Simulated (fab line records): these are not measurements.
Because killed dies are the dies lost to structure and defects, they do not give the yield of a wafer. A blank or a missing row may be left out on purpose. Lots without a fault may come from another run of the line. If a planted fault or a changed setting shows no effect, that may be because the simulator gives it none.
Chamber matching || flow n5_finfet || N5_HKMG_FIN_CMP_23 on cmp-01: 4 sister chambers
The step polishes, stops on SiNx, t overpolish 10 s, target thk 46.326 nm. 22 wafers are shown with their chamber, then 11 later ones without.

== WAFERS PAIRED WITH THEIR CHAMBERS ==
{"wafer": "L074.1", "chamber": 3, "motor_current_A (A)": 11.2, "time_to_endpoint_s (s)": 11.0, "overpolish_run_s (s)": 10.000}
{"wafer": "L074.5", "chamber": 2, "motor_current_A (A)": 13.4, "time_to_endpoint_s (s)": 15.1, "overpolish_run_s (s)": 9.988}
{"wafer": "L074.6", "chamber": 1, "motor_current_A (A)": 10.9, "time_to_endpoint_s (s)": 15.3, "overpolish_run_s (s)": 9.998}
{"wafer": "L075.2", "chamber": 0, "motor_current_A (A)": 12.6, "time_to_endpoint_s (s)": 13.1, "overpolish_run_s (s)": 9.999}
{"wafer": "L075.5", "chamber": 1, "motor_current_A (A)": 11.2, "time_to_endpoint_s (s)": 11.7, "overpolish_run_s (s)": 10.009}
{"wafer": "L075.6", "chamber": 0, "motor_current_A (A)": 12.8, "time_to_endpoint_s (s)": 17.4, "overpolish_run_s (s)": 10.002}
{"wafer": "L076.4", "chamber": 0, "motor_current_A (A)": 13.1, "time_to_endpoint_s (s)": 15.5, "overpolish_run_s (s)": 10.015}
{"wafer": "L076.5", "chamber": 2, "motor_current_A (A)": 12.6, "time_to_endpoint_s (s)": 15.0, "overpolish_run_s (s)": 9.999}
{"wafer": "L076.6", "chamber": 3, "motor_current_A (A)": 11.9, "time_to_endpoint_s (s)": 12.8, "overpolish_run_s (s)": 9.987}
{"wafer": "L081.2", "chamber": 1, "motor_current_A (A)": 10.8, "time_to_endpoint_s (s)": 13.4, "overpolish_run_s (s)": 9.995}
{"wafer": "L081.3", "chamber": 0, "motor_current_A (A)": 13.0, "time_to_endpoint_s (s)": 11.1, "overpolish_run_s (s)": 9.995}
{"wafer": "L081.5", "chamber": 3, "motor_current_A (A)": 10.8, "time_to_endpoint_s (s)": 10.3, "overpolish_run_s (s)": 10.018}
{"wafer": "L082.2", "chamber": 2, "motor_current_A (A)": 13.1, "time_to_endpoint_s (s)": 13.8, "overpolish_run_s (s)": 10.005}
{"wafer": "L082.3", "chamber": 0, "motor_current_A (A)": 13.4, "time_to_endpoint_s (s)": 15.3, "overpolish_run_s (s)": 10.017}
{"wafer": "L082.6", "chamber": 1, "motor_current_A (A)": 10.6, "time_to_endpoint_s (s)": 10.8, "overpolish_run_s (s)": 9.992}
{"wafer": "L085.1", "chamber": 2, "motor_current_A (A)": 12.4, "time_to_endpoint_s (s)": 14.8, "overpolish_run_s (s)": 9.992}
{"wafer": "L085.4", "chamber": 0, "motor_current_A (A)": 12.8, "time_to_endpoint_s (s)": 12.5, "overpolish_run_s (s)": 10.006}
{"wafer": "L085.6", "chamber": 0, "motor_current_A (A)": 13.4, "time_to_endpoint_s (s)": 13.2, "overpolish_run_s (s)": 10.007}
{"wafer": "L087.1", "chamber": 1, "motor_current_A (A)": 11.7, "time_to_endpoint_s (s)": 13.6, "overpolish_run_s (s)": 10.006}
{"wafer": "L087.2", "chamber": 3, "motor_current_A (A)": 12.2, "time_to_endpoint_s (s)": 8.6, "overpolish_run_s (s)": 9.989}
{"wafer": "L087.4", "chamber": 0, "motor_current_A (A)": 12.7, "time_to_endpoint_s (s)": 15.3, "overpolish_run_s (s)": 10.007}
{"wafer": "L089.2", "chamber": 3, "motor_current_A (A)": 11.4, "time_to_endpoint_s (s)": 11.3, "overpolish_run_s (s)": 9.989}

SIGNATURES (averages over the wafers above)
{"reading": "motor_current_A", "chamber 0": 12.975, "chamber 1": 11.040, "chamber 2": 12.875, "chamber 3": 11.500, "scatter within a chamber": 0.425}
{"reading": "time_to_endpoint_s", "chamber 0": 14.175, "chamber 1": 12.960, "chamber 2": 14.675, "chamber 3": 10.800, "scatter within a chamber": 1.7}
{"reading": "overpolish_run_s", "chamber 0": 10.00600, "chamber 1": 10.00000, "chamber 2": 9.99600, "chamber 3": 9.99660, "scatter within a chamber": 0.00897}
Rule: distance of a wafer from a chamber = root of the sum over the readings of ((wafer's reading minus chamber's mean) / reading's scatter) squared. If the next closest chamber is less than 2 further off than the closest, the wafer can't be placed; otherwise it belongs to the closest. How the scatter is found: for the shown wafers, subtract from each reading the mean of its chamber, square and add these, divide the total by (wafers less chambers), then take the root.

== WAFERS WITHOUT THEIR CHAMBER ==
{"wafer": "L089.3", "motor_current_A (A)": 12.9, "time_to_endpoint_s (s)": 15.4, "overpolish_run_s (s)": 10.008}
{"wafer": "L089.6", "motor_current_A (A)": 12.8, "time_to_endpoint_s (s)": 15.6, "overpolish_run_s (s)": 10.017}
{"wafer": "L093.1", "motor_current_A (A)": 11.2, "time_to_endpoint_s (s)": 7.7, "overpolish_run_s (s)": 9.992}
{"wafer": "L093.5", "motor_current_A (A)": 11.3, "time_to_endpoint_s (s)": 12.7, "overpolish_run_s (s)": 9.986}
{"wafer": "L093.6", "motor_current_A (A)": 13.2, "time_to_endpoint_s (s)": 14.2, "overpolish_run_s (s)": 10.006}
{"wafer": "L095.1", "motor_current_A (A)": 12.4, "time_to_endpoint_s (s)": 14.1, "overpolish_run_s (s)": 10.006}
{"wafer": "L095.2", "motor_current_A (A)": 11.4, "time_to_endpoint_s (s)": 13.2, "overpolish_run_s (s)": 9.992}
{"wafer": "L095.4", "motor_current_A (A)": 13.4, "time_to_endpoint_s (s)": 14.4, "overpolish_run_s (s)": 10.002}
{"wafer": "L096.1", "motor_current_A (A)": 11.0, "time_to_endpoint_s (s)": 9.4, "overpolish_run_s (s)": 10.013}
{"wafer": "L096.3", "motor_current_A (A)": 13.0, "time_to_endpoint_s (s)": 12.0, "overpolish_run_s (s)": 10.003}
{"wafer": "L096.5", "motor_current_A (A)": 12.6, "time_to_endpoint_s (s)": 12.1, "overpolish_run_s (s)": 10.017}

== CHAMBER TAKEN BY EACH ==
{"wafer": "L089.3", "from the rows above": "can't be placed: 0 or 2", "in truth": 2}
{"wafer": "L089.6", "from the rows above": "can't be placed: 0 or 2", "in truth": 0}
{"wafer": "L093.1", "from the rows above": "can't be placed: 3 or 1", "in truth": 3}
{"wafer": "L093.5", "from the rows above": "can't be placed: 1 or 3", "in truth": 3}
{"wafer": "L093.6", "from the rows above": "can't be placed: 0 or 2", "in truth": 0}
{"wafer": "L095.1", "from the rows above": "can't be placed: 0 or 2 or 3 or 1", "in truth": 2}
{"wafer": "L095.2", "from the rows above": "can't be placed: 1 or 3", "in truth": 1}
{"wafer": "L095.4", "from the rows above": "can't be placed: 0 or 2", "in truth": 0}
{"wafer": "L096.1", "from the rows above": "can't be placed: 3 or 1", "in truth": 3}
{"wafer": "L096.3", "from the rows above": "can't be placed: 0 or 2", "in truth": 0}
{"wafer": "L096.5", "from the rows above": "can't be placed: 0 or 2 or 3", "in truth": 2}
Correctly placed: 0 of 11. Not placeable from these rows: 11 (in 11, the candidates include the true chamber). Number placed wrongly: 0.
